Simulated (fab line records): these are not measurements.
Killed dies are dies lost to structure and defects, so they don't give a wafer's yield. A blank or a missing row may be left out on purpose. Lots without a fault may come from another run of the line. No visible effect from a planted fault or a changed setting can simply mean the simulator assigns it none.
Which tool did it? / flow nand-harc / 12 lots, 36 wafers sampled, at 3 steps of a route of 1159

## WHAT THE GAUGES SHOWED, per wafer
NHARC_P_M2_THK_MEAS_24: measures by xrf. Usual: thk-nm 143.8 nm, standard deviation 1.7.
lot=L699; measured=day 6 17:43; on=film-metro-01; thk-nm (nm)=144.9 144.1 147.2; flag=
lot=L700; measured=day 6 18:05; on=film-metro-01; thk-nm (nm)=143.6 144.6 143.1; flag=
lot=L701; measured=day 7 00:49; on=film-metro-01; thk-nm (nm)=145.6 145.0 145.2; flag=
lot=L702; measured=day 7 01:58; on=film-metro-01; thk-nm (nm)=145.2 142.9 141.0; flag=
lot=L703; measured=day 7 02:36; on=film-metro-02; thk-nm (nm)=146.0 142.6 144.0; flag=
lot=L706; measured=day 8 03:22; on=film-metro-02; thk-nm (nm)=146.7 144.8 146.4; flag=
lot=L709; measured=day 8 15:53; on=film-metro-02; thk-nm (nm)=147.1 144.8 145.7; flag=
lot=L712; measured=day 9 13:37; on=film-metro-02; thk-nm (nm)=143.8 143.0 142.5; flag=
lot=L710; measured=day 9 14:01; on=film-metro-01; thk-nm (nm)=144.7 147.5 144.7; flag=
lot=L713; measured=day 9 16:07; on=film-metro-01; thk-nm (nm)=144.8 143.0 145.0; flag=
lot=L716; measured=day 10 14:11; on=film-metro-02; thk-nm (nm)=143.8 143.4 145.0; flag=
lot=L720; measured=day 11 08:16; on=film-metro-02; thk-nm (nm)=142.5 145.3 148.0; flag=

## WHICH TOOL RAN EACH LOT (tool, then ch and the chambers of the sampled wafers, then the start)
lot=L699; NHARC_P_M2_PRE_CLEAN_30=pvd-sputter-02, day 6 17:43 or earlier; NHARC_P_M2_PVD_21=pvd-sputter-02, day 6 17:43 or earlier
lot=L700; NHARC_P_M2_PRE_CLEAN_30=pvd-sputter-01, day 6 18:05 or earlier; NHARC_P_M2_PVD_21=pvd-sputter-01, day 6 18:05 or earlier
lot=L701; NHARC_P_M2_PRE_CLEAN_30=pvd-sputter-03, day 7 00:49 or earlier; NHARC_P_M2_PVD_21=pvd-sputter-03, day 7 00:49 or earlier
lot=L702; NHARC_P_M2_PRE_CLEAN_30=pvd-sputter-03, day 7 01:58 or earlier; NHARC_P_M2_PVD_21=pvd-sputter-03, day 7 01:58 or earlier
lot=L703; NHARC_P_M2_PRE_CLEAN_30=pvd-sputter-02, day 7 02:36 or earlier; NHARC_P_M2_PVD_21=pvd-sputter-02, day 7 02:36 or earlier
lot=L706; NHARC_P_M2_PRE_CLEAN_30=pvd-sputter-03, day 8 03:22 or earlier; NHARC_P_M2_PVD_21=pvd-sputter-03, day 8 03:22 or earlier
lot=L709; NHARC_P_M2_PRE_CLEAN_30=pvd-sputter-02, day 8 15:53 or earlier; NHARC_P_M2_PVD_21=pvd-sputter-02, day 8 15:53 or earlier
lot=L712; NHARC_P_M2_PRE_CLEAN_30=pvd-sputter-02, day 9 13:37 or earlier; NHARC_P_M2_PVD_21=pvd-sputter-02, day 9 13:37 or earlier
lot=L710; NHARC_P_M2_PRE_CLEAN_30=pvd-sputter-01, day 9 14:01 or earlier; NHARC_P_M2_PVD_21=pvd-sputter-01, day 9 14:01 or earlier
lot=L713; NHARC_P_M2_PRE_CLEAN_30=pvd-sputter-03, day 9 16:07 or earlier; NHARC_P_M2_PVD_21=pvd-sputter-03, day 9 16:07 or earlier
lot=L716; NHARC_P_M2_PRE_CLEAN_30=pvd-sputter-01, day 10 14:11 or earlier; NHARC_P_M2_PVD_21=pvd-sputter-01, day 10 14:11 or earlier
lot=L720; NHARC_P_M2_PRE_CLEAN_30=pvd-sputter-01, day 11 08:16 or earlier; NHARC_P_M2_PVD_21=pvd-sputter-01, day 11 08:16 or earlier
- NHARC_P_M2_PRE_CLEAN_30: time 30 s.
- NHARC_P_M2_PVD_21: deposits Cu, target thk 30 nm, time 20.49 s.

## AS READ BY THE TOOLS THEMSELVES (means over the sampled wafers that have a number; for cases with no such wafer, the mark the record gives instead)
NHARC_P_M2_PRE_CLEAN_30. Usual: heater-power-w 409 W, standard deviation 39.
lot=L699; tool=pvd-sputter-02; heater-power-w (W)=412; flag=
lot=L700; tool=pvd-sputter-01; heater-power-w (W)=427; flag=
lot=L701; tool=pvd-sputter-03; heater-power-w (W)=345; flag=
lot=L702; tool=pvd-sputter-03; heater-power-w (W)=381; flag=
lot=L703; tool=pvd-sputter-02; heater-power-w (W)=414; flag=
lot=L706; tool=pvd-sputter-03; heater-power-w (W)=379; flag=
lot=L709; tool=pvd-sputter-02; heater-power-w (W)=410; flag=
lot=L712; tool=pvd-sputter-02; heater-power-w (W)=432; flag=
lot=L710; tool=pvd-sputter-01; heater-power-w (W)=443; flag=
lot=L713; tool=pvd-sputter-03; heater-power-w (W)=389; flag=
lot=L716; tool=pvd-sputter-01; heater-power-w (W)=442; flag=
lot=L720; tool=pvd-sputter-01; heater-power-w (W)=429; flag=

NHARC_P_M2_PVD_21. Usual: throttle-valve-pct 30.0 %, standard deviation 1.1.
lot=L699; tool=pvd-sputter-02; throttle-valve-pct (%)=29.6; flag=
lot=L700; tool=pvd-sputter-01; throttle-valve-pct (%)=30.4; flag=
lot=L701; tool=pvd-sputter-03; throttle-valve-pct (%)=30.0; flag=
lot=L702; tool=pvd-sputter-03; throttle-valve-pct (%)=29.5; flag=
lot=L703; tool=pvd-sputter-02; throttle-valve-pct (%)=29.6; flag=
lot=L706; tool=pvd-sputter-03; throttle-valve-pct (%)=30.0; flag=
lot=L709; tool=pvd-sputter-02; throttle-valve-pct (%)=28.8; flag=
lot=L712; tool=pvd-sputter-02; throttle-valve-pct (%)=30.1; flag=
lot=L710; tool=pvd-sputter-01; throttle-valve-pct (%)=30.8; flag=
lot=L713; tool=pvd-sputter-03; throttle-valve-pct (%)=28.9; flag=
lot=L716; tool=pvd-sputter-01; throttle-valve-pct (%)=30.5; flag=
lot=L720; tool=pvd-sputter-01; throttle-valve-pct (%)=31.1; flag=

## THE ANSWER, worked out from the rows above alone
Rule: take the mean of a lot's wafers that have a number; if it is more than 3 standard deviations from the usual mean, the lot is off. Also off: a lot with no number at a reading for which 4 or more lots have one. Where the step has rows for the other lots, those lots are counted as sound. First the gauges in route order, then the tools' own readings, where a lot's mean is used as printed above. The first step at which some lot is off is used, and at that step the reading that is off furthest; a lot without a number counts as furthest.
Across all readings shown, no lot is off: no conclusion can be drawn from this.

## WHAT THE SIMULATOR HAD PUT IN
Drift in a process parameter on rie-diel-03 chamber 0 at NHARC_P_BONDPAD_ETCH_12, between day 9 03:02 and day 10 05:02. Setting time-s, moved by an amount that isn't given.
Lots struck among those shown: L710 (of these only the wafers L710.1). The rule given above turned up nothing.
